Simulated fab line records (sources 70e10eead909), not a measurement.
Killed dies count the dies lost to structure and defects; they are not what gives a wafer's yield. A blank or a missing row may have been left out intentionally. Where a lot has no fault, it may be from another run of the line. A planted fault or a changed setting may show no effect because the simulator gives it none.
fab line records :: flow nandHarc
record
  lots=13
  wafers=39
  lastDay=33
route steps=1302 shown P_GATE@131
lots untouched by any fault: they come from a run of this same line in which no faults occurred
startH: the number of hours between the record's first day and the start of the first shown wafer of the lot :: waitH: hours since the lot's step before :: " the same as in the row above :: L1.1+2: a row that stands for several wafers :: - no value, or no start given :: * or withheld: withheld :: < > ~ a bound
route shown NAME@n: a module of which the file shows steps, and the number in the route of the first :: usual: mean/standard deviation of fault-free wafers :: same: alike in all rows :: chamber/n: place in a boat :: sites: per-site readings :: _std_site: standard deviation across them :: _edge_site: mean of outer sites minus mean of inner sites :: radiusMm: how far each site lies from the wafer's centre :: mask NAME#n: copy n :: behind: the tool/chamber that last shaped the wafer :: hold: what put the lot on hold/how long, in hours/how the hold closed :: device: transistor that didn't switch, given as n, p or np :: end of line: at the end of the route, the tests of the same wafers :: a step with no rows: only its recipe :: killed: dies lost to structure and defects at the first sort, not the wafer's yield :: map: shows each die of a wafer: x if killed, . if not, _ if none is there
set.NAME: the setting as run; set.NAME@STEP: as run at that earlier step :: model.NAME: the simulator's own value behind a step, which no gauge read
the route's steps for a sample of lots (tables are steps, rows are wafers)
services: a tool's chamber out of use, with start hour (startH, from the record's first day; less than 0 if before it), hours out, and reason
## steps
# step NHARC_P_GATE_HM_DEP_102
# recipe
  targetThkA=1200
  tempC=400
  material=aC
# usual
  throttleValvePct=34.998/0.0082
lot.wafer: L253.2
tool: aclDep-01
chamber: 0
startH: 98.53
waitH: 0.5
throttleValvePct: 35.008

lot.wafer: L253.3
tool: aclDep-01
chamber: 0
startH: 98.53
waitH: 0.5
throttleValvePct: 35.000

lot.wafer: L253.4
tool: aclDep-01
chamber: 0
startH: 98.53
waitH: 0.5
throttleValvePct: 35.009

lot.wafer: L254.2
tool: aclDep-02
chamber: 0
startH: 104.73
waitH: 0.6
throttleValvePct: 35.001

lot.wafer: L254.3
tool: aclDep-02
chamber: 0
startH: 104.73
waitH: 0.6
throttleValvePct: 34.988

lot.wafer: L254.5
tool: aclDep-02
chamber: 0
startH: 104.73
waitH: 0.6
throttleValvePct: 35.008

lot.wafer: L255.1
tool: aclDep-01
chamber: 0
startH: 113.03
waitH: 0.9
throttleValvePct: 34.992

lot.wafer: L255.5
tool: aclDep-01
chamber: 0
startH: 113.03
waitH: 0.9
throttleValvePct: 34.992

lot.wafer: L255.6
tool: aclDep-01
chamber: 0
startH: 113.03
waitH: 0.9
throttleValvePct: 34.999

lot.wafer: L257.2
tool: aclDep-01
chamber: 0
startH: 137.40
waitH: 1.3
throttleValvePct: 34.986

lot.wafer: L257.4
tool: aclDep-01
chamber: 0
startH: 137.40
waitH: 1.3
throttleValvePct: 34.990

lot.wafer: L257.5
tool: aclDep-01
chamber: 0
startH: 137.40
waitH: 1.3
throttleValvePct: 34.994

lot.wafer: L256.1
tool: aclDep-01
chamber: 0
startH: 137.94
waitH: 1.9
throttleValvePct: 35.012

lot.wafer: L256.5
tool: aclDep-01
chamber: 0
startH: 137.94
waitH: 1.9
throttleValvePct: 35.003

lot.wafer: L256.6
tool: aclDep-01
chamber: 0
startH: 137.94
waitH: 1.9
throttleValvePct: 35.002

lot.wafer: L258.2
tool: aclDep-02
chamber: 0
startH: 152.56
waitH: 0.5
throttleValvePct: 34.995

lot.wafer: L258.4
tool: aclDep-02
chamber: 0
startH: 152.56
waitH: 0.5
throttleValvePct: 34.999

lot.wafer: L258.5
tool: aclDep-02
chamber: 0
startH: 152.56
waitH: 0.5
throttleValvePct: 34.990

lot.wafer: L268.1
tool: aclDep-03
chamber: 0
startH: 248.47
waitH: 3.6
throttleValvePct: 34.997

lot.wafer: L268.2
tool: aclDep-03
chamber: 0
startH: 248.47
waitH: 3.6
throttleValvePct: 35.004

lot.wafer: L268.3
tool: aclDep-03
chamber: 0
startH: 248.47
waitH: 3.6
throttleValvePct: 35.025

lot.wafer: L269.1
tool: aclDep-01
chamber: 0
startH: 252.45
waitH: 0.4
throttleValvePct: 35.008

lot.wafer: L269.3
tool: aclDep-01
chamber: 0
startH: 252.45
waitH: 0.4
throttleValvePct: 34.992

lot.wafer: L269.4
tool: aclDep-01
chamber: 0
startH: 252.45
waitH: 0.4
throttleValvePct: 35.019

lot.wafer: L272.1
tool: aclDep-01
chamber: 0
startH: 283.45
waitH: 1.2
throttleValvePct: 35.006

lot.wafer: L272.3
tool: aclDep-01
chamber: 0
startH: 283.45
waitH: 1.2
throttleValvePct: 35.000

lot.wafer: L272.5
tool: aclDep-01
chamber: 0
startH: 283.45
waitH: 1.2
throttleValvePct: 34.986

lot.wafer: L273.1
tool: aclDep-03
chamber: 0
startH: 300.40
waitH: 2.1
throttleValvePct: 35.003

lot.wafer: L273.4
tool: aclDep-03
chamber: 0
startH: 300.40
waitH: 2.1
throttleValvePct: 35.004

lot.wafer: L273.5
tool: aclDep-03
chamber: 0
startH: 300.40
waitH: 2.1
throttleValvePct: 35.000

lot.wafer: L274.1
tool: aclDep-02
chamber: 0
startH: 303.17
waitH: 0.4
throttleValvePct: 35.004

lot.wafer: L274.3
tool: aclDep-02
chamber: 0
startH: 303.17
waitH: 0.4
throttleValvePct: 34.992

lot.wafer: L274.4
tool: aclDep-02
chamber: 0
startH: 303.17
waitH: 0.4
throttleValvePct: 35.006

lot.wafer: L275.1
tool: aclDep-02
chamber: 0
startH: 315.42
waitH: 4.4
throttleValvePct: 35.002

lot.wafer: L275.2
tool: aclDep-02
chamber: 0
startH: 315.42
waitH: 4.4
throttleValvePct: 35.003

lot.wafer: L275.3
tool: aclDep-02
chamber: 0
startH: 315.42
waitH: 4.4
throttleValvePct: 34.999

lot.wafer: L276.1
tool: aclDep-02
chamber: 0
startH: 322.52
waitH: 0.4
throttleValvePct: 34.990

lot.wafer: L276.5
tool: aclDep-02
chamber: 0
startH: 322.52
waitH: 0.4
throttleValvePct: 34.988

lot.wafer: L276.6
tool: aclDep-02
chamber: 0
startH: 322.52
waitH: 0.4
throttleValvePct: 34.997
# step NHARC_P_GATE_CD_MEAS_26
# recipe
  targetCdNm=120
  landingEnergyEv=500
# usual
  cdNm=119.6/0.7
lot.wafer: L253.2
tool: cdSem-02
chamber: 0
startH: 99.98
waitH: -
cdNm: 118.3

lot.wafer: L253.3
tool: cdSem-02
chamber: 0
startH: 99.98
waitH: -
cdNm: 119.1

lot.wafer: L253.4
tool: cdSem-02
chamber: 0
startH: 99.98
waitH: -
cdNm: 118.2

lot.wafer: L254.2
tool: cdSem-02
chamber: 0
startH: 105.84
waitH: -
cdNm: 120.5

lot.wafer: L254.3
tool: cdSem-02
chamber: 0
startH: 105.84
waitH: -
cdNm: 119.8

lot.wafer: L254.5
tool: cdSem-02
chamber: 0
startH: 105.84
waitH: -
cdNm: 120.2

lot.wafer: L255.1
tool: cdSem-03
chamber: 0
startH: 114.24
waitH: -
cdNm: 120.5

lot.wafer: L255.5
tool: cdSem-03
chamber: 0
startH: 114.24
waitH: -
cdNm: 119.9

lot.wafer: L255.6
tool: cdSem-03
chamber: 0
startH: 114.24
waitH: -
cdNm: 119.1

lot.wafer: L257.2
tool: cdSem-03
chamber: 0
startH: 138.64
waitH: -
cdNm: 120.8

lot.wafer: L257.4
tool: cdSem-03
chamber: 0
startH: 138.64
waitH: -
cdNm: 119.8

lot.wafer: L257.5
tool: cdSem-03
chamber: 0
startH: 138.64
waitH: -
cdNm: 119.3

lot.wafer: L256.1
tool: cdSem-01
chamber: 0
startH: 139.29
waitH: -
cdNm: 119.4

lot.wafer: L256.5
tool: cdSem-01
chamber: 0
startH: 139.29
waitH: -
cdNm: 119.7

lot.wafer: L256.6
tool: cdSem-01
chamber: 0
startH: 139.29
waitH: -
cdNm: 119.4

lot.wafer: L258.2
tool: cdSem-03
chamber: 0
startH: 153.80
waitH: -
cdNm: 120.1

lot.wafer: L258.4
tool: cdSem-03
chamber: 0
startH: 153.80
waitH: -
cdNm: 119.3

lot.wafer: L258.5
tool: cdSem-03
chamber: 0
startH: 153.80
waitH: -
cdNm: 119.1

lot.wafer: L268.1
tool: cdSem-03
chamber: 0
startH: 249.82
waitH: -
cdNm: 119.9

lot.wafer: L268.2
tool: cdSem-03
chamber: 0
startH: 249.82
waitH: -
cdNm: 119.9

lot.wafer: L268.3
tool: cdSem-03
chamber: 0
startH: 249.82
waitH: -
cdNm: 119.2

lot.wafer: L269.1
tool: cdSem-03
chamber: 0
startH: 253.70
waitH: -
cdNm: 120.2

lot.wafer: L269.3
tool: cdSem-03
chamber: 0
startH: 253.70
waitH: -
cdNm: 120.4

lot.wafer: L269.4
tool: cdSem-03
chamber: 0
startH: 253.70
waitH: -
cdNm: 119.7

lot.wafer: L272.1
tool: cdSem-02
chamber: 0
startH: 284.80
waitH: -
cdNm: 119.3

lot.wafer: L272.3
tool: cdSem-02
chamber: 0
startH: 284.80
waitH: -
cdNm: 118.8

lot.wafer: L272.5
tool: cdSem-02
chamber: 0
startH: 284.80
waitH: -
cdNm: 120.0

lot.wafer: L273.1
tool: cdSem-03
chamber: 0
startH: 301.74
waitH: -
cdNm: 119.7

lot.wafer: L273.4
tool: cdSem-03
chamber: 0
startH: 301.74
waitH: -
cdNm: 118.8

lot.wafer: L273.5
tool: cdSem-03
chamber: 0
startH: 301.74
waitH: -
cdNm: 119.8

lot.wafer: L274.1
tool: cdSem-03
chamber: 0
startH: 304.50
waitH: -
cdNm: 117.9

lot.wafer: L274.3
tool: cdSem-03
chamber: 0
startH: 304.50
waitH: -
cdNm: 118.0

lot.wafer: L274.4
tool: cdSem-03
chamber: 0
startH: 304.50
waitH: -
cdNm: 120.4

lot.wafer: L275.1
tool: cdSem-02
chamber: 0
startH: 316.64
waitH: -
cdNm: 118.2

lot.wafer: L275.2
tool: cdSem-02
chamber: 0
startH: 316.64
waitH: -
cdNm: 119.7

lot.wafer: L275.3
tool: cdSem-02
chamber: 0
startH: 316.64
waitH: -
cdNm: 118.9

lot.wafer: L276.1
tool: cdSem-02
chamber: 0
startH: 323.86
waitH: -
cdNm: 120.2

lot.wafer: L276.5
tool: cdSem-02
chamber: 0
startH: 323.86
waitH: -
cdNm: 119.6

lot.wafer: L276.6
tool: cdSem-02
chamber: 0
startH: 323.86
waitH: -
cdNm: 120.2
# step NHARC_P_GATE_INSPECT_28
# usual
  rawDefectCount=6/3
lot.wafer: L253.2
tool: defectInspect-01
chamber: -
startH: 100.10
waitH: 0.0
rawDefectCount: 7

lot.wafer: L253.3
tool: defectInspect-01
chamber: -
startH: 100.10
waitH: 0.0
rawDefectCount: 8

lot.wafer: L253.4
tool: defectInspect-01
chamber: -
startH: 100.10
waitH: 0.0
rawDefectCount: 7

lot.wafer: L254.2
tool: defectInspect-01
chamber: -
startH: 105.96
waitH: 0.0
rawDefectCount: 12

lot.wafer: L254.3
tool: defectInspect-01
chamber: -
startH: 105.96
waitH: 0.0
rawDefectCount: 5

lot.wafer: L254.5
tool: defectInspect-01
chamber: -
startH: 105.96
waitH: 0.0
rawDefectCount: 6

lot.wafer: L255.1
tool: defectInspect-02
chamber: -
startH: 114.37
waitH: 0.0
rawDefectCount: 7

lot.wafer: L255.5
tool: defectInspect-02
chamber: -
startH: 114.37
waitH: 0.0
rawDefectCount: 6

lot.wafer: L255.6
tool: defectInspect-02
chamber: -
startH: 114.37
waitH: 0.0
rawDefectCount: 10

lot.wafer: L257.2
tool: defectInspect-02
chamber: -
startH: 138.77
waitH: 0.0
rawDefectCount: 6

lot.wafer: L257.4
tool: defectInspect-02
chamber: -
startH: 138.77
waitH: 0.0
rawDefectCount: 4

lot.wafer: L257.5
tool: defectInspect-02
chamber: -
startH: 138.77
waitH: 0.0
rawDefectCount: 5

lot.wafer: L256.1
tool: defectInspect-02
chamber: -
startH: 139.43
waitH: 0.0
rawDefectCount: 5

lot.wafer: L256.5
tool: defectInspect-02
chamber: -
startH: 139.43
waitH: 0.0
rawDefectCount: 8

lot.wafer: L256.6
tool: defectInspect-02
chamber: -
startH: 139.43
waitH: 0.0
rawDefectCount: 6

lot.wafer: L258.2
tool: defectInspect-02
chamber: -
startH: 153.92
waitH: 0.0
rawDefectCount: 9

lot.wafer: L258.4
tool: defectInspect-02
chamber: -
startH: 153.92
waitH: 0.0
rawDefectCount: 12

lot.wafer: L258.5
tool: defectInspect-02
chamber: -
startH: 153.92
waitH: 0.0
rawDefectCount: 9

lot.wafer: L268.1
tool: defectInspect-02
chamber: -
startH: 249.94
waitH: 0.0
rawDefectCount: 6

lot.wafer: L268.2
tool: defectInspect-02
chamber: -
startH: 249.94
waitH: 0.0
rawDefectCount: 11

lot.wafer: L268.3
tool: defectInspect-02
chamber: -
startH: 249.94
waitH: 0.0
rawDefectCount: 8

lot.wafer: L269.1
tool: defectInspect-02
chamber: -
startH: 253.82
waitH: 0.0
rawDefectCount: 6

lot.wafer: L269.3
tool: defectInspect-02
chamber: -
startH: 253.82
waitH: 0.0
rawDefectCount: 7

lot.wafer: L269.4
tool: defectInspect-02
chamber: -
startH: 253.82
waitH: 0.0
rawDefectCount: 7

lot.wafer: L272.1
tool: defectInspect-01
chamber: -
startH: 284.92
waitH: 0.0
rawDefectCount: 3

lot.wafer: L272.3
tool: defectInspect-01
chamber: -
startH: 284.92
waitH: 0.0
rawDefectCount: 1

lot.wafer: L272.5
tool: defectInspect-01
chamber: -
startH: 284.92
waitH: 0.0
rawDefectCount: 6

lot.wafer: L273.1
tool: defectInspect-02
chamber: -
startH: 301.86
waitH: 0.0
rawDefectCount: 5

lot.wafer: L273.4
tool: defectInspect-02
chamber: -
startH: 301.86
waitH: 0.0
rawDefectCount: 4

lot.wafer: L273.5
tool: defectInspect-02
chamber: -
startH: 301.86
waitH: 0.0
rawDefectCount: 4

lot.wafer: L274.1
tool: defectInspect-01
chamber: -
startH: 304.63
waitH: 0.0
rawDefectCount: 5

lot.wafer: L274.3
tool: defectInspect-01
chamber: -
startH: 304.63
waitH: 0.0
rawDefectCount: 7

lot.wafer: L274.4
tool: defectInspect-01
chamber: -
startH: 304.63
waitH: 0.0
rawDefectCount: 6

lot.wafer: L275.1
tool: defectInspect-01
chamber: -
startH: 316.76
waitH: 0.0
rawDefectCount: 4

lot.wafer: L275.2
tool: defectInspect-01
chamber: -
startH: 316.76
waitH: 0.0
rawDefectCount: 6

lot.wafer: L275.3
tool: defectInspect-01
chamber: -
startH: 316.76
waitH: 0.0
rawDefectCount: 15

lot.wafer: L276.1
tool: defectInspect-01
chamber: -
startH: 323.99
waitH: 0.0
rawDefectCount: 4

lot.wafer: L276.5
tool: defectInspect-01
chamber: -
startH: 323.99
waitH: 0.0
rawDefectCount: 3

lot.wafer: L276.6
tool: defectInspect-01
chamber: -
startH: 323.99
waitH: 0.0
rawDefectCount: 4
# step NHARC_P_GATE_EXPOSE_43
# recipe
  na=0.6
  targetCdNm=720
  doseMj=14.81
  maskId=P_NSD
# usual
  reticleTempC=23.00/0.11
  stageVelMmS=499.98/0.22
lot.wafer: L253.2
tool: krfScanner-03
chamber: 0
startH: 111.71
waitH: -
mask: P_NSD#0
reticleTempC: 22.96
stageVelMmS: 499.73

lot.wafer: L253.3
tool: krfScanner-03
chamber: 0
startH: 111.71
waitH: -
mask: P_NSD#0
reticleTempC: 22.87
stageVelMmS: 499.91

lot.wafer: L253.4
tool: krfScanner-03
chamber: 0
startH: 111.71
waitH: -
mask: P_NSD#0
reticleTempC: 22.83
stageVelMmS: 500.06

lot.wafer: L254.2
tool: krfScanner-01
chamber: 0
startH: 117.72
waitH: -
mask: P_NSD#0
reticleTempC: 22.97
stageVelMmS: 499.76

lot.wafer: L254.3
tool: krfScanner-01
chamber: 0
startH: 117.72
waitH: -
mask: P_NSD#0
reticleTempC: 23.20
stageVelMmS: 499.45

lot.wafer: L254.5
tool: krfScanner-01
chamber: 0
startH: 117.72
waitH: -
mask: P_NSD#0
reticleTempC: 22.96
stageVelMmS: 499.87

lot.wafer: L255.1
tool: krfScanner-03
chamber: 0
startH: 126.16
waitH: -
mask: P_NSD#0
reticleTempC: 23.01
stageVelMmS: 499.79

lot.wafer: L255.5
tool: krfScanner-03
chamber: 0
startH: 126.16
waitH: -
mask: P_NSD#0
reticleTempC: 23.18
stageVelMmS: 500.05

lot.wafer: L255.6
tool: krfScanner-03
chamber: 0
startH: 126.16
waitH: -
mask: P_NSD#0
reticleTempC: 23.03
stageVelMmS: 499.88

lot.wafer: L257.2
tool: krfScanner-01
chamber: 0
startH: 150.55
waitH: -
mask: P_NSD#0
reticleTempC: 22.91
stageVelMmS: 500.45

lot.wafer: L257.4
tool: krfScanner-01
chamber: 0
startH: 150.55
waitH: -
mask: P_NSD#0
reticleTempC: 22.81
stageVelMmS: 500.18

lot.wafer: L257.5
tool: krfScanner-01
chamber: 0
startH: 150.55
waitH: -
mask: P_NSD#0
reticleTempC: 22.93
stageVelMmS: 500.01

lot.wafer: L256.1
tool: krfScanner-02
chamber: 0
startH: 151.17
waitH: -
mask: P_NSD#0
reticleTempC: 23.09
stageVelMmS: 499.44

lot.wafer: L256.5
tool: krfScanner-02
chamber: 0
startH: 151.17
waitH: -
mask: P_NSD#0
reticleTempC: 23.00
stageVelMmS: 500.18

lot.wafer: L256.6
tool: krfScanner-02
chamber: 0
startH: 151.17
waitH: -
mask: P_NSD#0
reticleTempC: 23.17
stageVelMmS: 500.16

lot.wafer: L258.2
tool: krfScanner-01
chamber: 0
startH: 165.66
waitH: -
mask: P_NSD_R1#0
reticleTempC: 22.87
stageVelMmS: 499.60

lot.wafer: L258.4
tool: krfScanner-01
chamber: 0
startH: 165.66
waitH: -
mask: P_NSD_R1#0
reticleTempC: 22.94
stageVelMmS: 499.64

lot.wafer: L258.5
tool: krfScanner-01
chamber: 0
startH: 165.66
waitH: -
mask: P_NSD_R1#0
reticleTempC: 22.92
stageVelMmS: 499.82

lot.wafer: L268.1
tool: krfScanner-03
chamber: 0
startH: 261.74
waitH: -
mask: P_NSD#0
reticleTempC: 23.15
stageVelMmS: 500.20

lot.wafer: L268.2
tool: krfScanner-03
chamber: 0
startH: 261.74
waitH: -
mask: P_NSD#0
reticleTempC: 23.26
stageVelMmS: 499.86

lot.wafer: L268.3
tool: krfScanner-03
chamber: 0
startH: 261.74
waitH: -
mask: P_NSD#0
reticleTempC: 23.27
stageVelMmS: 499.95

lot.wafer: L269.1
tool: krfScanner-01
chamber: 0
startH: 265.53
waitH: -
mask: P_NSD#0
reticleTempC: 23.00
stageVelMmS: 500.10

lot.wafer: L269.3
tool: krfScanner-01
chamber: 0
startH: 265.53
waitH: -
mask: P_NSD#0
reticleTempC: 23.11
stageVelMmS: 500.17

lot.wafer: L269.4
tool: krfScanner-01
chamber: 0
startH: 265.53
waitH: -
mask: P_NSD#0
reticleTempC: 23.16
stageVelMmS: 499.97

lot.wafer: L272.1
tool: krfScanner-02
chamber: 0
startH: 296.53
waitH: -
mask: P_NSD#0
reticleTempC: 23.12
stageVelMmS: 499.87

lot.wafer: L272.3
tool: krfScanner-02
chamber: 0
startH: 296.53
waitH: -
mask: P_NSD#0
reticleTempC: 23.08
stageVelMmS: 500.13

lot.wafer: L272.5
tool: krfScanner-02
chamber: 0
startH: 296.53
waitH: -
mask: P_NSD#0
reticleTempC: 23.09
stageVelMmS: 500.11

lot.wafer: L273.1
tool: krfScanner-03
chamber: 0
startH: 313.54
waitH: -
mask: P_NSD#0
reticleTempC: 22.93
stageVelMmS: 499.81

lot.wafer: L273.4
tool: krfScanner-03
chamber: 0
startH: 313.54
waitH: -
mask: P_NSD#0
reticleTempC: 23.01
stageVelMmS: 499.89

lot.wafer: L273.5
tool: krfScanner-03
chamber: 0
startH: 313.54
waitH: -
mask: P_NSD#0
reticleTempC: 22.95
stageVelMmS: 499.81

lot.wafer: L274.1
tool: krfScanner-01
chamber: 0
startH: 316.34
waitH: -
mask: P_NSD#0
reticleTempC: 22.95
stageVelMmS: 499.97

lot.wafer: L274.3
tool: krfScanner-01
chamber: 0
startH: 316.34
waitH: -
mask: P_NSD#0
reticleTempC: 22.98
stageVelMmS: 499.87

lot.wafer: L274.4
tool: krfScanner-01
chamber: 0
startH: 316.34
waitH: -
mask: P_NSD#0
reticleTempC: 23.15
stageVelMmS: 499.83

lot.wafer: L275.1
tool: krfScanner-01
chamber: 0
startH: 328.51
waitH: -
mask: P_NSD#0
reticleTempC: 23.02
stageVelMmS: 499.86

lot.wafer: L275.2
tool: krfScanner-01
chamber: 0
startH: 328.51
waitH: -
mask: P_NSD#0
reticleTempC: 22.99
stageVelMmS: 500.20

lot.wafer: L275.3
tool: krfScanner-01
chamber: 0
startH: 328.51
waitH: -
mask: P_NSD#0
reticleTempC: 22.94
stageVelMmS: 500.16

lot.wafer: L276.1
tool: krfScanner-01
chamber: 0
startH: 335.66
waitH: -
mask: P_NSD#0
reticleTempC: 23.03
stageVelMmS: 499.85

lot.wafer: L276.5
tool: krfScanner-01
chamber: 0
startH: 335.66
waitH: -
mask: P_NSD#0
reticleTempC: 22.93
stageVelMmS: 500.00

lot.wafer: L276.6
tool: krfScanner-01
chamber: 0
startH: 335.66
waitH: -
mask: P_NSD#0
reticleTempC: 23.04
stageVelMmS: 500.25
# step NHARC_P_GATE_CD_MEAS_46
# recipe
  targetCdNm=720
  landingEnergyEv=500
# usual
  cdNm=721/3.1
lot.wafer: L253.2
tool: cdSem-01
chamber: 0
startH: 111.86
waitH: -
cdNm: 723

lot.wafer: L253.3
tool: cdSem-01
chamber: 0
startH: 111.86
waitH: -
cdNm: 719

lot.wafer: L253.4
tool: cdSem-01
chamber: 0
startH: 111.86
waitH: -
cdNm: 720

lot.wafer: L254.2
tool: cdSem-01
chamber: 0
startH: 117.87
waitH: -
cdNm: 722

lot.wafer: L254.3
tool: cdSem-01
chamber: 0
startH: 117.87
waitH: -
cdNm: 724

lot.wafer: L254.5
tool: cdSem-01
chamber: 0
startH: 117.87
waitH: -
cdNm: 723

lot.wafer: L255.1
tool: cdSem-02
chamber: 0
startH: 126.32
waitH: -
cdNm: 718

lot.wafer: L255.5
tool: cdSem-02
chamber: 0
startH: 126.32
waitH: -
cdNm: 714

lot.wafer: L255.6
tool: cdSem-02
chamber: 0
startH: 126.32
waitH: -
cdNm: 714

lot.wafer: L257.2
tool: cdSem-02
chamber: 0
startH: 150.71
waitH: -
cdNm: 721

lot.wafer: L257.4
tool: cdSem-02
chamber: 0
startH: 150.71
waitH: -
cdNm: 722

lot.wafer: L257.5
tool: cdSem-02
chamber: 0
startH: 150.71
waitH: -
cdNm: 717

lot.wafer: L256.1
tool: cdSem-03
chamber: 0
startH: 151.33
waitH: -
cdNm: 725

lot.wafer: L256.5
tool: cdSem-03
chamber: 0
startH: 151.33
waitH: -
cdNm: 722

lot.wafer: L256.6
tool: cdSem-03
chamber: 0
startH: 151.33
waitH: -
cdNm: 723

lot.wafer: L258.2
tool: cdSem-02
chamber: 0
startH: 165.82
waitH: -
cdNm: 700

lot.wafer: L258.4
tool: cdSem-02
chamber: 0
startH: 165.82
waitH: -
cdNm: 701

lot.wafer: L258.5
tool: cdSem-02
chamber: 0
startH: 165.82
waitH: -
cdNm: 702

lot.wafer: L268.1
tool: cdSem-02
chamber: 0
startH: 261.90
waitH: -
cdNm: 722

lot.wafer: L268.2
tool: cdSem-02
chamber: 0
startH: 261.90
waitH: -
cdNm: 722

lot.wafer: L268.3
tool: cdSem-02
chamber: 0
startH: 261.90
waitH: -
cdNm: 725

lot.wafer: L269.1
tool: cdSem-03
chamber: 0
startH: 265.68
waitH: -
cdNm: 718

lot.wafer: L269.3
tool: cdSem-03
chamber: 0
startH: 265.68
waitH: -
cdNm: 719

lot.wafer: L269.4
tool: cdSem-03
chamber: 0
startH: 265.68
waitH: -
cdNm: 721

lot.wafer: L272.1
tool: cdSem-02
chamber: 0
startH: 296.68
waitH: -
cdNm: 723

lot.wafer: L272.3
tool: cdSem-02
chamber: 0
startH: 296.68
waitH: -
cdNm: 725

lot.wafer: L272.5
tool: cdSem-02
chamber: 0
startH: 296.68
waitH: -
cdNm: 723

lot.wafer: L273.1
tool: cdSem-02
chamber: 0
startH: 313.70
waitH: -
cdNm: 721

lot.wafer: L273.4
tool: cdSem-02
chamber: 0
startH: 313.70
waitH: -
cdNm: 717

lot.wafer: L273.5
tool: cdSem-02
chamber: 0
startH: 313.70
waitH: -
cdNm: 718

lot.wafer: L274.1
tool: cdSem-01
chamber: 0
startH: 316.49
waitH: -
cdNm: 721

lot.wafer: L274.3
tool: cdSem-01
chamber: 0
startH: 316.49
waitH: -
cdNm: 722

lot.wafer: L274.4
tool: cdSem-01
chamber: 0
startH: 316.49
waitH: -
cdNm: 722

lot.wafer: L275.1
tool: cdSem-02
chamber: 0
startH: 328.66
waitH: -
cdNm: 723

lot.wafer: L275.2
tool: cdSem-02
chamber: 0
startH: 328.66
waitH: -
cdNm: 724

lot.wafer: L275.3
tool: cdSem-02
chamber: 0
startH: 328.66
waitH: -
cdNm: 724

lot.wafer: L276.1
tool: cdSem-01
chamber: 0
startH: 335.82
waitH: -
cdNm: 718

lot.wafer: L276.5
tool: cdSem-01
chamber: 0
startH: 335.82
waitH: -
cdNm: 720

lot.wafer: L276.6
tool: cdSem-01
chamber: 0
startH: 335.82
waitH: -
cdNm: 715
## services
tool: krfScanner-03
chamber: -
startH: 76.91
hours: 1.2
kind: repair

tool: krfScanner-02
chamber: -
startH: 100.09
hours: 4.0
kind: pm

tool: krfScanner-02
chamber: -
startH: 107.44
hours: 0.4
kind: repair

tool: aclDep-03
chamber: -
startH: 120.11
hours: 13.0
kind: pm

tool: krfScanner-01
chamber: -
startH: 122.71
hours: 1.1
kind: repair

tool: krfScanner-01
chamber: -
startH: 140.00
hours: 4.0
kind: pm

tool: krfScanner-02
chamber: -
startH: 141.77
hours: 0.8
kind: repair

tool: krfScanner-02
chamber: -
startH: 154.65
hours: 0.3
kind: repair

tool: krfScanner-02
chamber: -
startH: 165.98
hours: 5.7
kind: repair

tool: aclDep-02
chamber: -
startH: 177.09
hours: 6.2
kind: repair

tool: krfScanner-01
chamber: 0
startH: 186.87
hours: -
kind: calibration

tool: krfScanner-03
chamber: -
startH: 187.00
hours: 3.7
kind: repair

tool: aclDep-01
chamber: -
startH: 188.43
hours: 13.0
kind: pm

tool: krfScanner-02
chamber: -
startH: 214.61
hours: 2.9
kind: repair

tool: krfScanner-03
chamber: 0
startH: 223.42
hours: -
kind: calibration

tool: krfScanner-03
chamber: -
startH: 224.00
hours: 4.0
kind: pm

tool: krfScanner-02
chamber: 0
startH: 238.22
hours: -
kind: calibration

tool: aclDep-02
chamber: -
startH: 248.04
hours: 13.0
kind: pm

tool: krfScanner-02
chamber: -
startH: 272.09
hours: 4.0
kind: pm

tool: aclDep-03
chamber: -
startH: 302.91
hours: 13.0
kind: pm

tool: krfScanner-01
chamber: -
startH: 312.00
hours: 4.0
kind: pm

tool: krfScanner-01
chamber: -
startH: 320.11
hours: 6.3
kind: repair
## key
firstSign
  step=NHARC_P_GATE_EXPOSE_43
  reading=mask
  direction=changed
effect
  step=NHARC_P_GATE_CD_MEAS_46
  reading=cdNm
  direction=down
  sigmas=6.5
  usual=721
  struck=701
metAt NHARC_P_GATE_EXPOSE_43
struckLots L258
testerLeftOut L258
notActingAt NHARC_P_GATE_HM_DEP_102,NHARC_P_GATE_CD_MEAS_26,NHARC_P_GATE_INSPECT_28
onsetBetween 150.55 165.66
fault
  kind=wrongMask
  tool=any
  chamber=-
  onsetH=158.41
  steps=NHARC_P_GATE_EXPOSE_43
  auxCopy=P_NSD_R1#0
  cdOffsetNm=-17.067
  scope=struckLotsOnly
# testerLeftOut: of these lots the tester's yield and bins aren't shown, on N5 and GAA mostly nor the transistor test; their killed dies are dies lost to structure and defects alone, not to doping, threshold or leakage, so they don't give the yield
